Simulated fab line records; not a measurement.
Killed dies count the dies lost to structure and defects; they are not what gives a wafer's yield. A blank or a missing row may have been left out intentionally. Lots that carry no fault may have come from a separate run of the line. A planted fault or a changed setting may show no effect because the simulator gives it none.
A lot that was struck, set against a sound lot	flow n5_finfet	41 out of 1938 route steps
Sound: these wafers, L612.1, L612.4, L612.5. Struck: wafers L606.3, L606.6. (L606.2 of the same lot was not struck and is left out.) The cause comes at the end.
For every step that has rows: the tool of each side, followed by ch and its chambers, followed by its first start. Under that, the readings that differ: sound wafers	struck wafers	difference of the means	sigmas: that difference in standard deviations of wafers without a fault.
alike: same words and numbers on both sides, and readings whose means sit less than 2 such deviations apart. not compared: any withheld reading, any reading some wafer has no value for, any bound like >300 that may hide the same value, and any number with overlapping values for which the record gives no deviation.
The two part at a step that has a row with sigmas, a row that says differs or no value, or rows on one side only. When numbers do not overlap yet have no deviation, they are printed without sigmas and do not part them. A reading missing from all wafers of one side parts the sides only when that side holds two or more wafers.

first, 10 steps without rows for these wafers: N5_HKMG_FIN_CMP_23 (polishes, stops on SiNx, t overpolish 10 s, target thk 46.326 nm); N5_HKMG_FIN_CMP_94 (polishes, stops on SiNx, t overpolish 4.7 s, target thk 43.299 nm); N5_GATE_CUT_ETCHBACK_00 (etches W in SF6/Cl2); N5_GATE_CUT_ETCH_56 (etches TiN in Cl2/Ar, target depth 21.6 nm); N5_GATE_CUT_ETCHBACK_30 (etches TiN in Cl2/Ar, target depth 3 nm); N5_GATE_CUT_VAPOR_ETCH_60 (etches HfO2 in BCl3/Cl2); N5_GATE_CUT_ETCH_58 (etches SiNx in CH3F/O2, target depth 17 nm, time 128.6 s); N5_GATE_CUT_STRIP_59 (strips in N2/H2, time 20 s); N5_GATE_CUT_PRECLEAN_31 (cleans in DIW, time 300 s); N5_GATE_CUT_SRD_32 (time 30 s).
N5_GATE_CUT_SAC_CAP_01: material SiNx, target thk 24 nm, pulse time 1 s, ald cycles 480.
  sound on ald_sin-04 ch 0,1,3, day 10 04:45; struck on ald_sin-03 ch 0,3, day 8 18:35
reading	sound	struck	difference	sigmas
ald_cycles	480 480 480	852 852	+372	
model.SiNx_of_GATE_CUT_SAC_CAP_01.thk_nm (nm)	24 24 24	42.8 42.8	+18.8	
  alike: chamber_pressure_Torr, heater_power_w, precursor_pulse_height_rel
then, 21 steps without rows for these wafers: N5_GATE_CUT_PECVD_57 (deposits SiNx from SiH4/NH3/N2, target thk 21 nm); N5_GATE_CUT_CMP_02 (polishes, stops on SiO2, t overpolish 12.7 s, target thk 0 nm); N5_GATE_CUT_HM_DEP_46 (deposits SiO2 from TEOS/O2, target thk 130 nm, time 26.6 s); N5_GATE_CUT_COAT_34 (time 60 s, resist thk 60 nm); N5_GATE_CUT_COAT_35 (time 60 s, resist thk 10 nm); N5_GATE_CUT_COAT_27 (time 60 s, resist thk 10 nm); N5_GATE_CUT_COAT_07 (resist thk 30 nm); N5_GATE_CUT_EBR_09; N5_GATE_CUT_SOFTBAKE_08 (time 60 s); N5_GATE_CUT_EXPOSE_10 (exposes mask GATE CUT, target cd 20 nm); N5_GATE_CUT_PEB_11 (peb time 60 s); N5_GATE_CUT_DEVELOP_12 (develop time 30 s); N5_GATE_CUT_DESCUM_18 (chemistry O2, time 7 s); N5_GATE_CUT_ETCH_28 (etches underlayer in N2/H2, target depth 13 nm, time 10.4 s); N5_GATE_CUT_ETCH_36 (etches SiARC in CF4, target depth 13 nm, time 21.7 s); N5_GATE_CUT_ETCH_37 (etches SOC in N2/H2, target depth 60 nm, overetch 12 nm, time 90 s); N5_GATE_CUT_STRIP_38 (strips in N2/H2); N5_GATE_CUT_STRIP_39 (strips in N2/H2); N5_GATE_CUT_HM_OPEN_40 (chemistry C4F6/O2, target SiO2, target depth 139 nm, time 85.1 s); N5_GATE_CUT_STRIP_41 (strips in CF4); N5_GATE_CUT_STRIP_42 (strips in O2).
N5_GATE_CUT_ETCH_19: etches SiNx in CH3F/O2, target depth 53.7 nm, time 76.7 s.
  sound on rie_diel-05 ch 0,1,3, day 10 08:15; struck on rie_diel-04 ch 3, day 8 22:03
reading	sound	struck	difference	sigmas
etch_rf_on_time_s (s)	78.2 76.5 77.7	69.9 69.7	-7.7	-5
showerhead_plenum_p_Torr (Torr)	1.99 2.03 2.13	1.89 1.89	-0.16	-2
  alike: drypump_motor_current_A, oes_product_au, rf_fwd_power_W, rf_vpp_V, throttle_valve_pct
  not compared: rf_hours_counter_h
then, 3 steps without rows for these wafers: N5_GATE_CUT_CUT_ETCH_53 (etches W in SF6/Cl2, target depth 79.2 nm); N5_GATE_CUT_CUT_ETCH_54 (etches TiN in Cl2/BCl3, target depth 96.7 nm); N5_GATE_CUT_CUT_ETCH_55 (etches HfO2 in BCl3, target depth 3.2 nm).
N5_MOL_CONTACT_COAG_CMP_28: polishes, stops on SiNx, t overpolish 0.85 s, target thk 14.522 nm.
  sound on cmp-02 ch 0,2, day 10 19:59; struck on cmp-03 ch 1,2, day 9 09:42
reading	sound	struck	difference	sigmas
model.SiNx_of_GATE_CUT_SAC_CAP_01.thk_nm (nm)	17.8 17.8 18	32 31.8	+14	
  alike: motor_current_A, slurry_flow_ml_min, time_to_endpoint_s
N5_MOL_CONTACT_COAG_THK_MEAS_29:
  sound: film_metro-02 at day 10 20:17; struck: film_metro-02 at day 9 09:59
reading	sound	struck	difference	sigmas
MD_CAP_THK (nm)	17.91 17.92 17.97	31.91 31.91	+13.98	+99 or more
N5_MOL_CONTACT_COAG_ETCH_47: etches SiNx in CH3F/O2, stops on W, target depth 27 nm.
  sound on rie_diel-06 ch 1,2,3, day 10 22:38; struck on rie_diel-03 ch 1,3, day 9 11:44
reading	sound	struck	difference	sigmas
etch_rf_on_time_s (s)	32.0 30.3 31.0	50.8 50.8	+19.7	+31
model.etch.t_clear_s (s)	26.64 25.25 25.83	45.55 47.33	+20.53	
model.MOL_CONTACT_COAG.feature_depth_nm (nm)	18.4 18.4 18.6	33 32.8	+14	
model.etch.depth_nm (nm)	17.88 17.88 17.98	31.93 31.88	+13.99	
  alike: drypump_motor_current_A, oes_product_au, rf_fwd_power_W, rf_vpp_V, showerhead_plenum_p_Torr, throttle_valve_pct
  not compared: rf_hours_counter_h
N5_MOL_CONTACT_COAG_CMP_52: polishes, stops on SiO2, t overpolish 1.5 s, target thk 66.5 nm.
  sound on cmp-03 ch 0,3, day 11 01:29; struck on cmp-02 ch 0,3, day 9 14:07
reading	sound	struck	difference	sigmas
model.SiO2_of_MOL_CONTACT_COAG_PECVD_31.thk_nm (nm)	44.4 43.4 44.2	42.6 42.4	-1.5	
  alike: motor_current_A, overpolish_run_s, slurry_flow_ml_min, time_to_endpoint_s
-- here the record skips 9 days between the struck wafers' starts before and after, leaving off in module MOL_CONTACT_COAG and picking up in module PASSIVATION (first step shown: number 1936 of the route) --
N5_PASSIVATION_PROBE_49:
  record: rows for the struck wafers here (prober-01, day 18 02:29), none for the sound ones

## WHERE THEY PART
First at N5_GATE_CUT_ETCH_19; last, within this record, at N5_PASSIVATION_PROBE_49.

WHY: whatever the simulator had introduced
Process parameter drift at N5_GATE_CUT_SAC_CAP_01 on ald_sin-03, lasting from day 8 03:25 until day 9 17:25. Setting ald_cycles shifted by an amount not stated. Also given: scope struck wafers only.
